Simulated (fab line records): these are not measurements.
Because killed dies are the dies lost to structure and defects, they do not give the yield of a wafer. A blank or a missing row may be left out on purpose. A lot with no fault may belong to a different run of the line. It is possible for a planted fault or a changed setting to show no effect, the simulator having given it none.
Which tool did it? -- flow nand-harc -- 6 lots, 18 wafers sampled, at 2 steps of a route of 1302

## WHAT EACH GAUGE READ, for each wafer
NHARC_A_ONON_D1_THK_MEAS_24: measures by ellipsometry.
lot,measured,on,thk-nm (nm)
L517,day 12 16:53,film-metro-02,1020 1018 1019
L522,day 14 09:41,film-metro-02,988 987 988
L520,day 14 17:31,film-metro-01,999 1001 1000
L524,day 15 08:08,film-metro-01,997 997 997
L527,day 16 20:30,film-metro-01,1007 1006 1007
L529,day 17 09:28,film-metro-02,1010 1009 1010

## WHICH TOOL RAN EACH LOT (tool, then ch and the chambers of the sampled wafers, then the start)
lot,NHARC_A_ONON_D1_DEP_22
L517,"pecvd-onon-02 ch 0, day 12 16:23"
L522,"pecvd-onon-02 ch 0, day 14 09:14"
L520,"pecvd-onon-01 ch 0, day 14 17:01"
L524,"pecvd-onon-01 ch 0, day 15 07:41"
L527,"pecvd-onon-03 ch 0, day 16 19:59"
L529,"pecvd-onon-03 ch 0, day 17 09:01"
- NHARC_A_ONON_D1_DEP_22: target thk 1000 nm.

## THE ANSWER, worked out from the rows above alone
Rule: what is usual is taken from the lots themselves. The widest of any qualifying gaps counts: lots, ordered by their means at a reading, are off when they make up no more than a third of the lots, leave a main group of 4 or more, and stand apart from it by 3 or more times the standard deviation of that group's means. A main group is skipped when, at the precision printed for the reading in the tables above, its means are all equal. Also off: a lot with no number at a reading for which 4 or more lots have one. Any other lot the step has rows for is counted as sound.
No lot is off on any of the readings shown, so nothing can be concluded from this.

## WHAT THE SIMULATOR HAD PUT IN
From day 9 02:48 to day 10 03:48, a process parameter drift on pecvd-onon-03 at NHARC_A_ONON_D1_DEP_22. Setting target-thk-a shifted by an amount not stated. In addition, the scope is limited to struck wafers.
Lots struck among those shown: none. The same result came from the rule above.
